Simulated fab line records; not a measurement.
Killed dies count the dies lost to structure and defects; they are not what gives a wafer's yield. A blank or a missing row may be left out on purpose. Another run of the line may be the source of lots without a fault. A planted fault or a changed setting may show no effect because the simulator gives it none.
fab line records	flow n5_finfet
[record] lots = 9	wafers = 26	last_day = 16
route steps=1938 shown BEOL_M2@882 BEOL_M4@1111 PASSIVATION@1936
lots with no fault: from the same line, run without faults
start_h: the number of hours between the record's first day and the start of the first shown wafer of the lot	wait_h: how many hours have passed since the lot's step before this one	" as in the row above	L1.1+2: several wafers, shown together as one row	- no value present, or no start provided	* or withheld: withheld	< > ~ a bound
route shown NAME@n: names a module that has steps shown in the file, with the first one's number in the route	usual: the fault-free wafers' mean and standard deviation	same: alike in all rows	chamber/n: place in a boat	sites: per-site readings	_std_site: standard deviation across them	_edge_site: mean of outer sites minus mean of inner sites	radius_mm: for every site, how far away it sits from the centre of the wafer	mask NAME#n: copy n	behind: the most recent tool/chamber to have shaped the wafer	hold: the reason the lot was held/the length of the hold in hours/how it ended	device: the n, p or np transistor that did not switch	end of line: the route-end tests of the same wafers	a step given without rows: its recipe and nothing more	killed: not the wafer's yield, but the dies lost to structure and defects at the first sort	map: per-die view of a wafer (x killed, . not killed, _ where there is no die)
set.NAME: the setting as run; set.NAME@STEP: as run at that earlier step	model.NAME: the simulator's own value behind a step, which no gauge read
the route's steps for a sample of lots (tables are steps, rows are wafers)
services: from which hour (start_h, from the record's first day; less than 0 if before it) a tool's chamber was out of use, for how many hours, and why
[[steps]]
[step N5_BEOL_M2_ALD_98]
[recipe] material = SiO2	target_thk_a = 25	temp_c = 100	ald_precursor_family = BDEAS	ald_co_reactant = O2-plasma	pulse_time_s = 1	co_reactant_pulse_time_s = 1	purge_time_s = 2	co_reactant_purge_time_s = 2	ald_cycles = 17	pressure_torr = 2
[usual] ald_cycles = 17/0	chamber_pressure_Torr = 2.000/0.0042	heater_power_w = 73/11	precursor_pulse_height_rel = 1.001/0.021	susceptor_temp_C = 100.01/0.13
lot.wafer	tool	chamber	start_h	wait_h	ald_cycles	chamber_pressure_Torr	heater_power_w	precursor_pulse_height_rel	susceptor_temp_C
L449.3	ald_sin-02	3	132.93	0.2	17	2.002	80	0.991	100.07
L449.4	"	1	"	"	17	1.998	61	1.028	100.06
L449.6	"	0	"	"	17	1.999	83	1.039	99.95
L452.1	ald_sin-03	2	156.32	0.1	17	1.997	51	1.018	99.85
L452.5	"	0	"	"	17	2.000	78	0.995	100.21
L452.6	"	3	"	"	17	2.003	67	1.014	99.70
L453.3	ald_sin-01	3	162.01	0.1	17	1.997	91	1.026	100.05
L453.5	"	2	"	"	17	1.996	89	0.997	99.93
L453.6	"	3	"	"	17	1.993	84	0.987	100.25
L456.2	ald_sin-03	3	180.24	0.4	17	1.997	65	0.979	99.84
L456.3	"	1	"	"	17	2.001	72	0.993	99.93
L456.6	"	1	"	"	17	2.002	71	1.033	99.82
L458.1	ald_sin-03	1	202.72	0.5	17	2.004	75	0.998	100.07
L458.3	"	0	"	"	17	1.994	76	1.020	99.90
L458.5	"	1	"	"	17	1.999	73	0.997	99.90
L460.2	ald_sin-01	2	215.73	0.1	17	1.997	94	0.997	99.99
L460.4	"	0	"	"	17	2.006	79	0.965	99.88
L461.1	ald_sin-03	0	233.11	0.3	17	2.005	76	0.966	100.07
L461.4	"	0	"	"	17	1.996	76	1.028	99.71
L461.5	"	2	"	"	17	1.997	52	0.998	100.06
L468.1	ald_sin-02	3	260.30	0.1	17	2.004	81	0.990	100.08
L468.4	"	0	"	"	17	1.999	84	0.996	100.08
L468.5	"	3	"	"	17	2.006	79	0.989	99.96
L469.1	ald_sin-03	2	261.58	0.2	17	2.001	51	0.973	99.98
L469.3	"	3	"	"	17	2.006	67	0.978	100.00
L469.4	"	1	"	"	17	2.000	74	1.015	99.94
[step N5_BEOL_M2_DEGAS_44]
[recipe] ambient = vacuum	temp_c = 250	time_s = 60
[usual] heater_power_w = 349/18	susceptor_temp_C = 250.02/0.18
lot.wafer	tool	chamber	start_h	wait_h	heater_power_w	susceptor_temp_C
L449.3	pvd_sputter-03	-	138.88	0.1	350	250.10
L449.4	"	-	"	"	342	249.95
L449.6	"	-	"	"	379	250.07
L452.1	pvd_sputter-03	-	159.93	0.4	333	250.05
L452.5	"	-	"	"	344	249.90
L452.6	"	-	"	"	353	250.18
L453.3	pvd_sputter-03	-	165.03	0.3	321	249.77
L453.5	"	-	"	"	366	250.25
L453.6	"	-	"	"	335	249.89
L456.2	pvd_sputter-03	-	183.06	0.3	358	249.80
L456.3	"	-	"	"	371	250.03
L456.6	"	-	"	"	330	250.00
L458.1	pvd_sputter-03	-	206.25	0.1	346	250.09
L458.3	"	-	"	"	376	250.14
L458.5	"	-	"	"	376	250.08
L460.2	pvd_sputter-03	-	216.59	0.2	359	250.09
L460.4	"	-	"	"	383	249.81
L461.1	pvd_sputter-03	-	236.03	0.3	376	250.24
L461.4	"	-	"	"	348	249.69
L461.5	"	-	"	"	378	250.20
L468.1	pvd_sputter-02	-	261.22	0.0	362	250.15
L468.4	"	-	"	"	347	250.26
L468.5	"	-	"	"	339	249.95
L469.1	pvd_sputter-02	-	264.92	0.3	349	249.90
L469.3	"	-	"	"	333	249.88
L469.4	"	-	"	"	354	250.39
[step N5_BEOL_M2_ALD_84]
[recipe] material = TaN	target_thk_a = *	temp_c = 275	ald_precursor_family = PDMAT	ald_co_reactant = NH3	pressure_torr = 3	carrier_flow_sccm = 1500	pulse_time_s = 2	purge_time_s = 3	co_reactant_purge_time_s = 2	co_reactant_pulse_time_s = 3	ald_cycles = 30	precursor_vessel_temp_c = 75	precursor_vessel_pressure_torr = 26.25	precursor_vessel_carrier_sccm = 1000
[usual] ald_cycles = 30/0	chamber_pressure_Torr = 3.000/0.0063	heater_power_w = 416/43	susceptor_temp_C = 274.99/0.2
lot.wafer	tool	chamber	start_h	wait_h	ald_cycles	chamber_pressure_Torr	heater_power_w	susceptor_temp_C
L449.3	ald_metal-02	3	138.98	0.0	30	3.003	414	274.82
L449.4	"	0	"	"	30	3.003	472	274.92
L449.6	"	1	"	"	30	3.002	354	274.74
L452.1	ald_metal-02	0	160.04	0.0	30	2.995	455	274.62
L452.5	"	0	"	"	30	3.002	478	274.66
L452.6	"	2	"	"	30	3.008	451	274.92
L453.3	ald_metal-02	1	165.14	0.1	30	2.999	361	274.98
L453.5	"	1	"	"	30	3.009	352	274.83
L453.6	"	0	"	"	30	2.995	469	275.21
L456.2	ald_metal-03	0	183.16	0.0	30	2.986	406	275.00
L456.3	"	1	"	"	30	3.001	402	275.20
L456.6	"	1	"	"	30	3.002	403	275.02
L458.1	ald_metal-02	2	206.35	0.0	30	3.005	443	274.85
L458.3	"	0	"	"	30	3.004	470	275.18
L458.5	"	1	"	"	23	3.005	350	-
L460.2	ald_metal-04	2	216.69	0.0	30	2.998	435	275.04
L460.4	"	1	"	"	30	2.997	376	275.05
L461.1	ald_metal-02	0	236.13	0.0	30	2.990	471	274.97
L461.4	"	2	"	"	23	3.001	437	-
L461.5	"	1	"	"	23	3.000	340	-
L468.1	ald_metal-04	0	261.34	0.1	30	2.993	489	274.76
L468.4	"	3	"	"	30	3.000	379	274.76
L468.5	"	3	"	"	30	2.997	369	274.57
L469.1	ald_metal-03	3	265.03	0.0	30	3.009	444	275.04
L469.3	"	1	"	"	30	2.991	413	275.07
L469.4	"	0	"	"	30	2.997	409	275.19
[step N5_BEOL_M2_SPUTTER_79]
[recipe] material = Cu	target_thk_a = 45	temp_c = -20	chamber_pressure_pa = 0.07	power_w = withheld	time_s = 8.29
[usual] susceptor_temp_C = -20.00/0.1	throttle_valve_pct = 30.1/1.2
lot.wafer	tool	chamber	start_h	wait_h	susceptor_temp_C	throttle_valve_pct
L449.3	pvd_sputter-03	-	139.70	0.1	-19.97	28.3
L449.4	"	-	"	"	-20.09	31.1
L449.6	"	-	"	"	-19.94	30.9
L452.1	pvd_sputter-02	-	162.21	0.1	-20.27	30.5
L452.5	"	-	"	"	-20.05	30.0
L452.6	"	-	"	"	-19.95	28.1
L453.3	pvd_sputter-03	-	165.81	0.1	-20.16	30.8
L453.5	"	-	"	"	-20.02	28.0
L453.6	"	-	"	"	-19.94	30.0
L456.2	pvd_sputter-03	-	184.16	0.1	-19.93	30.8
L456.3	"	-	"	"	-19.99	29.7
L456.6	"	-	"	"	-19.89	30.6
L458.1	pvd_sputter-01	-	207.05	0.1	-20.10	32.6
L458.3	"	-	"	"	-20.12	30.4
L458.5	"	-	"	"	-20.10	29.5
L460.2	pvd_sputter-02	-	217.36	0.1	-20.16	28.2
L460.4	"	-	"	"	-19.94	30.1
L461.1	pvd_sputter-01	-	236.91	0.1	-20.12	29.4
L461.4	"	-	"	"	-19.88	32.6
L461.5	"	-	"	"	-20.06	29.4
L468.1	pvd_sputter-02	-	262.14	0.1	-19.95	30.7
L468.4	"	-	"	"	-20.05	28.1
L468.5	"	-	"	"	-19.92	28.2
L469.1	pvd_sputter-01	-	267.21	0.1	-20.01	29.6
L469.3	"	-	"	"	-19.99	29.2
L469.4	"	-	"	"	-20.11	32.8
[step N5_BEOL_M4_RC_MEAS_101]
[usual] CHAIN_V1 = 234/9.9	CHAIN_V1_max_site = 243/11	COMB_M2 = 5.6e-11/1.2e-11	COMB_M2_max_site = 8e-11/1.7e-11	DIBL_N = 36.5/1.4	DIBL_P = 36.6/1.9	IOFF_N = 0.167/0.029	IOFF_P = 0.21/0.033	ION_N = 674/12	ION_P = 460/8.9	SS_N = 71.6/0.57	SS_P = 73.4/0.61	VT_N = 249/3.3	VT_P = -250/3.3
lot.wafer	tool	chamber	start_h	wait_h	CHAIN_V1[ohm/link]	CHAIN_V1_max_site[ohm/link]	COMB_M2[S/m]	COMB_M2_max_site[S/m]	DIBL_N[mV/V]	DIBL_P[mV/V]	IOFF_N[nA/um]	IOFF_P[nA/um]	ION_N[uA/um]	ION_P[uA/um]	SS_N[mV/dec]	SS_P[mV/dec]	VT_N[mV]	VT_P[mV]
L449.3	prober-01	0	164.05	0.9	240	247	5.9e-11	9.1e-11	34.9	35.9	0.152	0.17	682	454	71.5	73.3	250	-254
L449.4	"	0	"	"	243	255	5.5e-11	7.6e-11	34.5	35.7	0.133	0.18	660	449	71.4	73.7	251	-253
L449.6	"	0	"	"	254	267	5.4e-11	8.7e-11	37.4	37.8	0.186	0.20	670	453	72.5	73.2	244	-253
L452.1	prober-02	0	195.26	0.0	239	242	5.2e-11	8.4e-11	36.6	35.3	0.158	0.23	678	467	71.5	73.4	250	-248
L452.5	"	0	"	"	239	255	5.2e-11	6.9e-11	35.1	33.9	0.135	0.21	662	462	70.4	73.0	252	-248
L452.6	"	0	"	"	256	265	5.4e-11	7.6e-11	37.3	36.3	0.173	0.25	677	470	71.1	73.6	250	-244
L453.3	prober-01	0	196.11	0.3	238	244	5.2e-11	8.5e-11	35.8	34.7	0.145	0.19	660	451	71.2	73.5	249	-251
L453.5	"	0	"	"	243	254	4.3e-11	4.6e-11	35.5	34.8	0.150	0.20	681	465	71.0	73.2	250	-249
L453.6	"	0	"	"	235	249	4.2e-11	6.1e-11	37.0	36.7	0.172	0.23	667	460	70.9	73.8	248	-248
L456.2	prober-02	0	210.35	0.2	239	250	5e-11	7.3e-11	36.2	35.3	0.164	0.18	669	453	72.0	72.7	249	-253
L456.3	"	0	"	"	249	255	6.3e-11	8.8e-11	35.3	35.3	0.157	0.18	678	457	71.5	73.0	248	-253
L456.6	"	0	"	"	242	249	8.7e-11	9.1e-11	37.7	38.0	0.191	0.23	679	467	72.2	74.1	245	-249
L458.1	prober-02	0	226.25	0.0	242	251	6.1e-11	1.22e-10	37.5	40.1	0.170	0.22	682	463	71.9	73.5	251	-251
L458.3	"	0	"	"	233	250	6.9e-11	8.8e-11	35.7	38.1	0.151	0.20	666	461	72.4	73.6	250	-252
L458.5	"	0	"	"	199	204	1.37e-10	1.7e-10	35.2	36.2	0.130	0.16	657	447	71.7	73.6	251	-257
L460.2	prober-02	0	242.24	0.2	232	250	4.9e-11	6.4e-11	38.6	40.1	0.216	0.23	691	465	72.2	74.6	244	-252
L460.4	"	0	"	"	232	236	6.6e-11	8.7e-11	37.4	36.5	0.170	0.17	667	449	72.1	73.5	249	-255
L461.1	prober-02	0	261.62	0.4	232	240	4.6e-11	6.3e-11	36.3	35.4	0.172	0.21	667	456	71.7	74.1	248	-250
L461.4	"	0	"	"	186	197	9.4e-11	1.45e-10	36.7	35.9	0.179	0.22	674	460	71.3	74.2	249	-250
L461.5	"	0	"	"	195	201	1.12e-10	1.56e-10	35.4	33.3	0.136	0.17	656	450	71.5	72.9	255	-254
L468.1	prober-02	0	289.57	0.0	233	248	4.6e-11	7.3e-11	36.3	36.5	0.160	0.20	671	456	72.0	74.1	248	-253
L468.4	"	0	"	"	223	232	5.7e-11	8.1e-11	35.6	36.2	0.138	0.20	660	451	71.5	73.5	254	-255
L468.5	"	0	"	"	226	238	4e-11	8.1e-11	35.4	35.1	0.140	0.19	673	459	70.9	74.4	252	-253
L469.1	prober-02	0	295.18	0.0	226	237	5.7e-11	8e-11	34.0	34.6	0.139	0.20	679	465	71.0	72.8	250	-249
L469.3	"	0	"	"	233	239	5.7e-11	8.3e-11	36.4	37.1	0.179	0.24	669	466	72.0	73.6	247	-243
L469.4	"	0	"	"	240	252	5.1e-11	5.6e-11	36.2	37.3	0.174	0.25	674	467	71.8	73.0	248	-245
// sites CHAIN_V1 radius_mm=0,75,75,75,75,140,140,140,140
L449.3 240 239 243 235 239 247 240 244 240
L452.1 242 239 240 239 241 237 235 226 229
L453.3 241 238 242 244 242 216 215 218 222
L456.2 248 250 241 239 245 222 224 220 216
L458.1 239 238 246 242 241 251 248 249 241
L460.2 211 229 226 232 232 250 247 244 247
L461.1 228 240 237 231 236 227 232 230 232
L468.1 227 241 229 248 233 231 237 227 239
L469.1 223 227 237 226 232 225 234 217 226
// sites COMB_M2 radius_mm=0,75,75,75,75,140,140,140,140
L449.3 5.6e-11 6e-11 4.9e-11 7.7e-11 7.5e-11 4.6e-11 9.1e-11 5.1e-11 5.9e-11
L452.1 7.2e-11 3.7e-11 5.2e-11 3.7e-11 4.3e-11 8.4e-11 6.1e-11 3.7e-11 5.3e-11
L453.3 5.1e-11 5e-11 4.9e-11 5.2e-11 6.7e-11 5.1e-11 7e-11 8.5e-11 5.8e-11
L456.2 5e-11 7.3e-11 4.2e-11 3e-11 5.8e-11 2.9e-11 5.4e-11 3.8e-11 5.5e-11
L458.1 4.7e-11 1.22e-10 4.3e-11 6.9e-11 5.8e-11 8.1e-11 6.8e-11 6.1e-11 5.1e-11
L460.2 4.3e-11 3.8e-11 4e-11 5.2e-11 3.9e-11 4.9e-11 5.5e-11 6.4e-11 5.1e-11
L461.1 3.3e-11 5.5e-11 4.4e-11 4.6e-11 3.8e-11 6.3e-11 4.6e-11 4.8e-11 3.7e-11
L468.1 3.7e-11 5e-11 4.8e-11 4.2e-11 4.6e-11 7.3e-11 4.2e-11 4.9e-11 4.6e-11
L469.1 5e-11 5.7e-11 6.7e-11 8e-11 6.9e-11 3.8e-11 3.3e-11 3e-11 6.8e-11
[step N5_PASSIVATION_PROBE_49]
[usual] defect_limited_yield = 91.2/1.6	killed_at_M0_to_M3 = 34/11	killed_at_M4_up = 14/5.7	killed_at_contacts = 14/6.6	killed_at_front_end = 37/10	killed_at_other = 4/3.2	killed_dies = 104/19	killed_open = 69/13	killed_short = 33/8.7	sort_bin_4_leakage = 0.00/0.014	sort_bin_5_function = 5.1/1	sort_bin_6_memory = 3.3/0.76	sort_bin_8_speed = 0.00/0.016	sort_n_pass = 1076/19	sort_yield_pct = 91.2/1.6
[same] gross_dies = 1180	killed_at_back_side = 0
lot.wafer	tool	chamber	start_h	wait_h	defect_limited_yield[%]	killed_at_M0_to_M3	killed_at_M4_up	killed_at_contacts	killed_at_front_end	killed_at_other	killed_dies	killed_open	killed_short	sort_bin_4_leakage[%]	sort_bin_5_function[%]	sort_bin_6_memory[%]	sort_bin_8_speed[%]	sort_n_pass	sort_yield_pct[%]
L453.3	prober-01	-	284.68	0.1	89.1	50	27	12	35	5	129	81	46	0	6.3	4.2	0	1051	89.1
L453.5	prober-01	-	284.78	0.2	88.8	50	22	18	40	2	132	92	40	0	7.3	3.7	0	1048	88.8
L453.6	prober-01	-	284.83	0.3	86.6	79	19	19	40	1	158	99	58	0	7.2	5.6	0	1022	86.6
L456.2	prober-02	-	308.74	0.1	92.6	25	14	12	29	7	87	61	24	0	4.5	2.6	0	1093	92.6
L456.3	prober-02	-	308.79	0.1	92.3	31	9	35	15	1	91	66	25	0	4.3	3.1	0	1089	92.3
L456.6	prober-02	-	308.94	0.3	94.3	18	13	11	23	2	67	47	20	0	3.1	2.5	0	1113	94.3
L458.1	prober-01	-	326.27	0.0	91.0	36	20	9	30	11	106	63	40	0	4.5	4.3	0	1074	91.0
L458.3	prober-01	-	326.37	0.1	90.9	38	12	2	48	7	107	72	31	0	5.6	3.3	0	1073	90.9
L458.5	prober-01	-	326.47	0.2	86.8	75	16	15	39	11	156	88	35	2.63	6.6	3.9	0	1024	86.8
L460.2	prober-02	-	343.87	0.1	91.4	37	17	8	39	1	102	72	28	0	6.0	2.5	0	1078	91.4
L460.4	prober-02	-	343.97	0.2	92.8	34	17	5	26	3	85	63	19	0	4.2	3.0	0	1095	92.8
L461.1	prober-02	-	360.52	0.0	91.9	28	9	9	48	1	95	66	29	0	4.8	2.9	0	1085	91.9
L461.4	prober-02	-	360.67	0.2	86.1	62	21	21	52	8	164	85	44	2.88	6.1	4.6	0	1016	86.1
L461.5	prober-02	-	360.72	0.2	88.1	49	21	21	42	7	140	76	36	2.37	6.3	3.0	0	1040	88.1
L468.1	prober-02	-	390.70	0.0	92.2	20	22	11	33	6	92	64	27	0	5.0	2.5	0	1088	92.2
L468.4	prober-02	-	390.85	0.2	91.2	20	24	25	28	7	104	75	27	0	5.3	2.9	0	1076	91.2
L468.5	prober-02	-	390.90	0.2	94.5	15	13	11	24	2	65	39	26	0	3.6	1.6	0	1115	94.5
L469.1	prober-02	-	394.93	0.0	89.4	39	20	12	53	1	125	62	51	0	5.8	3.5	0	1055	89.4
L469.3	prober-02	-	395.03	0.1	91.2	26	20	15	40	3	104	65	36	0	4.7	3.7	0	1076	91.2
L469.4	prober-02	-	395.08	0.2	90.5	28	21	14	48	1	112	65	43	0	5.4	3.6	0	1068	90.5
// killed by level:class
L453.3 BEOL_M4:geometric_particle:open=18 MOL_CONTACT_COAG:geometric_particle:open=11 BEOL_M0_SAQP:geometric_particle:open=11 BEOL_M0_SAQP:geometric_particle:short=11 FIN_SAQP:geometric_particle:open=10 BEOL_M1:geometric_particle:open=9 FIN_SAQP:geometric_particle:short=7 BEOL_M1:geometric_particle:short=6
L453.5 MOL_CONTACT_COAG:geometric_particle:open=14 BEOL_M1:geometric_particle:open=13 BEOL_M4:geometric_particle:open=13 FIN_SAQP:geometric_particle:short=9 BEOL_M0_SAQP:geometric_particle:short=9 BEOL_M0:geometric_particle:open=8 BEOL_M3:geometric_particle:open=6 FIN_SAQP:geometric_particle:open=5
L453.6 BEOL_M0_SAQP:geometric_particle:open=25 BEOL_M0_SAQP:geometric_particle:short=23 MOL_CONTACT_COAG:geometric_particle:open=17 FIN_SAQP:geometric_particle:short=12 BEOL_M1:geometric_particle:open=10 BEOL_M4:geometric_particle:open=10 BEOL_M2:geometric_particle:open=9 FIN_SAQP:geometric_particle:open=5
L456.2 MOL_CONTACT_COAG:geometric_particle:open=8 BEOL_M4:geometric_particle:open=8 GATE_CUT:geometric_particle:short=7 BEOL_M1:geometric_particle:open=7 MOL_CONTACT_COAG:geometric_particle:short=4 BEOL_M2:geometric_particle:open=4 PASS1_CAP:geometric_particle:open=4 FIN_SAQP:geometric_particle:short=3
L456.3 MOL_CONTACT_COAG:geometric_particle:open=31 BEOL_M0_SAQP:geometric_particle:open=12 BEOL_M0_SAQP:geometric_particle:short=8 MOL_CONTACT_COAG:geometric_particle:short=4 BEOL_M4:geometric_particle:open=3 BEOL_M1:geometric_particle:short=3 BEOL_M1:geometric_particle:open=3 BEOL_M3:geometric_particle:open=3
L456.6 MOL_CONTACT_COAG:geometric_particle:open=10 STI_FIN_REVEAL:geometric_particle:open=8 BEOL_M4:geometric_particle:open=6 BEOL_M1:geometric_particle:open=5 BEOL_M7:geometric_particle:open=4 GATE_CUT:geometric_particle:short=4 BEOL_M0_SAQP:geometric_particle:short=4 BEOL_M2:geometric_particle:open=4
L458.1 BEOL_M0_SAQP:geometric_particle:short=8 BEOL_M4:geometric_particle:open=8 PAD_METAL:geometric_particle:short=8 MOL_CONTACT_COAG:geometric_particle:open=7 BEOL_M2:geometric_particle:open=7 FIN_SAQP:geometric_particle:open=6 BEOL_M0_SAQP:geometric_particle:open=6 GATE_CUT:geometric_particle:short=5
L458.3 FIN_SAQP:geometric_particle:open=13 FIN_SAQP:geometric_particle:short=11 BEOL_M0_SAQP:geometric_particle:open=11 BEOL_M1:geometric_particle:open=7 BEOL_M3:geometric_particle:open=7 GATE_CUT:geometric_particle:short=6 STI_FIN_REVEAL:geometric_particle:open=5 BEOL_M0_SAQP:geometric_particle:short=5
L458.5 M2:area_ald=31 FIN_SAQP:geometric_particle:open=16 MOL_CONTACT_COAG:geometric_particle:open=13 BEOL_M2:geometric_particle:open=13 FIN_SAQP:geometric_particle:short=9 BEOL_M0_SAQP:geometric_particle:open=8 BEOL_M4:geometric_particle:open=8 BEOL_M0_SAQP:geometric_particle:short=6
L460.2 BEOL_M0_SAQP:geometric_particle:open=12 FIN_SAQP:geometric_particle:open=7 BEOL_M2:geometric_particle:open=7 ILD0:geometric_particle:open=6 MOL_CONTACT_COAG:geometric_particle:open=6 DUMMY_GATE:geometric_particle:open=5 FIN_SAQP:geometric_particle:short=4 BEOL_M0_SAQP:geometric_particle:short=4
L460.4 BEOL_M2:geometric_particle:open=13 BEOL_M4:geometric_particle:open=9 BEOL_M1:geometric_particle:open=7 DUMMY_GATE:geometric_particle:open=6 FIN_SAQP:geometric_particle:short=5 FIN_SAQP:geometric_particle:open=4 MOL_CONTACT_COAG:geometric_particle:open=4 BEOL_M3:geometric_particle:open=4
L461.1 STI_FIN_REVEAL:geometric_particle:open=12 FIN_SAQP:geometric_particle:short=9 MOL_CONTACT_COAG:geometric_particle:open=8 BEOL_M2:geometric_particle:open=8 STARTING-WAFER:geometric_particle:open=7 BEOL_M0_SAQP:geometric_particle:short=6 FIN_SAQP:geometric_particle:open=5 BEOL_M4:geometric_particle:open=4
L461.4 M2:area_ald=34 STI_FIN_REVEAL:geometric_particle:open=15 MOL_CONTACT_COAG:geometric_particle:open=14 BEOL_M0_SAQP:geometric_particle:open=13 GATE_CUT:geometric_particle:short=7 MOL_CONTACT_COAG:geometric_particle:short=7 BEOL_M4:geometric_particle:open=7 GATE_CUT:geometric_particle:open=6
L461.5 M2:area_ald=28 MOL_CONTACT_COAG:geometric_particle:open=17 GATE_CUT:geometric_particle:short=11 STI_FIN_REVEAL:geometric_particle:open=10 BEOL_M2:geometric_particle:open=6 MOL_CONTACT_COAG:geometric_particle:short=4 GATE_CUT:geometric_particle:open=4 BEOL_M7:geometric_particle:open=4
L468.1 BEOL_M4:geometric_particle:open=14 STI_FIN_REVEAL:geometric_particle:open=10 MOL_CONTACT_COAG:geometric_particle:open=9 FIN_SAQP:geometric_particle:open=6 FIN_SAQP:geometric_particle:short=5 BEOL_M2:geometric_particle:open=5 BEOL_M4:geometric_particle:short=5 DUMMY_GATE:geometric_particle:open=4
L468.4 MOL_CONTACT_COAG:geometric_particle:open=18 BEOL_M4:geometric_particle:open=15 BEOL_M1:geometric_particle:open=9 GATE_CUT:geometric_particle:short=7 MOL_CONTACT_COAG:geometric_particle:short=7 STI_FIN_REVEAL:geometric_particle:open=6 FIN_SAQP:geometric_particle:open=4 BEOL_M2:geometric_particle:open=4
L468.5 MOL_CONTACT_COAG:geometric_particle:open=8 BEOL_M0_SAQP:geometric_particle:short=5 BEOL_M4:geometric_particle:open=5 STI_FIN_REVEAL:geometric_particle:open=4 GATE_CUT:geometric_particle:short=4 BEOL_M6:geometric_particle:open=4 FIN_SAQP:geometric_particle:open=3 MOL_CONTACT_COAG:geometric_particle:short=3
L469.1 FIN_SAQP:geometric_particle:open=12 FIN_SAQP:geometric_particle:short=11 BEOL_M1:geometric_particle:open=10 HKMG_FIN:area_etch=9 BEOL_M0:geometric_particle:short=7 BEOL_M5:geometric_particle:open=6 MOL_CONTACT_COAG:geometric_particle:short=6 MOL_CONTACT_COAG:geometric_particle:open=6
L469.3 MOL_CONTACT_COAG:geometric_particle:open=13 BEOL_M4:geometric_particle:open=9 STI_FIN_REVEAL:geometric_particle:open=8 BEOL_M2:geometric_particle:open=7 FIN_SAQP:geometric_particle:open=6 FIN_SAQP:geometric_particle:short=5 GATE_CUT:geometric_particle:short=5 BEOL_M0_SAQP:geometric_particle:open=4
L469.4 FIN_SAQP:geometric_particle:short=16 MOL_CONTACT_COAG:geometric_particle:open=12 STI_FIN_REVEAL:geometric_particle:open=9 FIN_SAQP:geometric_particle:open=7 BEOL_M4:geometric_particle:open=6 BEOL_M4:geometric_particle:short=5 STARTING-WAFER:geometric_particle:short=5 BEOL_M1:geometric_particle:open=4
[[services]]
tool	chamber	start_h	hours	kind
ald_metal-03	2	132.89	-	calibration
ald_metal-04	0	133.45	46.5	repair
ald_metal-04	-	149.32	0.6	repair
ald_sin-01	0	155.73	9.2	repair
ald_metal-02	3	159.83	23.7	repair
ald_sin-01	1	159.89	16.0	repair
ald_metal-04	2	165.48	-	calibration
ald_sin-01	-	176.75	14.0	pm
ald_sin-01	0	176.75	14.0	vent_cycle
ald_sin-01	1	176.75	14.0	vent_cycle
ald_sin-01	2	176.75	14.0	vent_cycle
ald_sin-01	3	176.75	14.0	vent_cycle
ald_sin-03	3	187.19	13.1	repair
ald_sin-01	0	190.75	-	clean
ald_sin-01	1	190.75	-	clean
ald_sin-01	2	190.75	-	clean
ald_sin-01	3	190.75	-	clean
ald_metal-02	3	213.92	3.1	repair
ald_sin-01	-	244.94	2.8	pm
[[key]]
[first_sign] step = N5_BEOL_M2_ALD_84	reading = ald_cycles	direction = down	sigmas = 99+	usual = *	struck = *
[effect] step = N5_BEOL_M4_RC_MEAS_101	reading = COMB_M2	direction = up	sigmas = 5	usual = 5.6e-11	struck = 1.15e-10
[effect] step = N5_BEOL_M4_RC_MEAS_101	reading = CHAIN_V1	direction = down	sigmas = 4.1	usual = 234	struck = 193
[effect] step = N5_BEOL_M4_RC_MEAS_101	reading = COMB_M2_max_site	direction = up	sigmas = 4.5	usual = 8e-11	struck = 1.57e-10
[effect] step = N5_BEOL_M4_RC_MEAS_101	reading = CHAIN_V1_max_site	direction = down	sigmas = 4	usual = 243	struck = 201
[effect] step = N5_PASSIVATION_PROBE_49	reading = sort_bin_4_leakage	direction = up	sigmas = 31	usual = 0.00	struck = 2.63
[more_kills_born_at] N5_BEOL_M2_ALD_84@ald_metal-02 = 93
met_at N5_BEOL_M2_ALD_84
struck_lots L458,L461
struck_wafers L458.5,L461.4,L461.5
not_acting_at N5_BEOL_M2_ALD_98,N5_BEOL_M2_DEGAS_44,N5_BEOL_M2_SPUTTER_79
onset_between 165.14 206.35
[fault] kind = process_parameter_drift	tool = ald_metal-02	chamber = -	onset_h = 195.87	steps = N5_BEOL_M2_ALD_84	channel = ald_cycles	offset = *	shape = step	end_h = 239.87	scope = struck_wafers_only	acts_in = *	stated = *
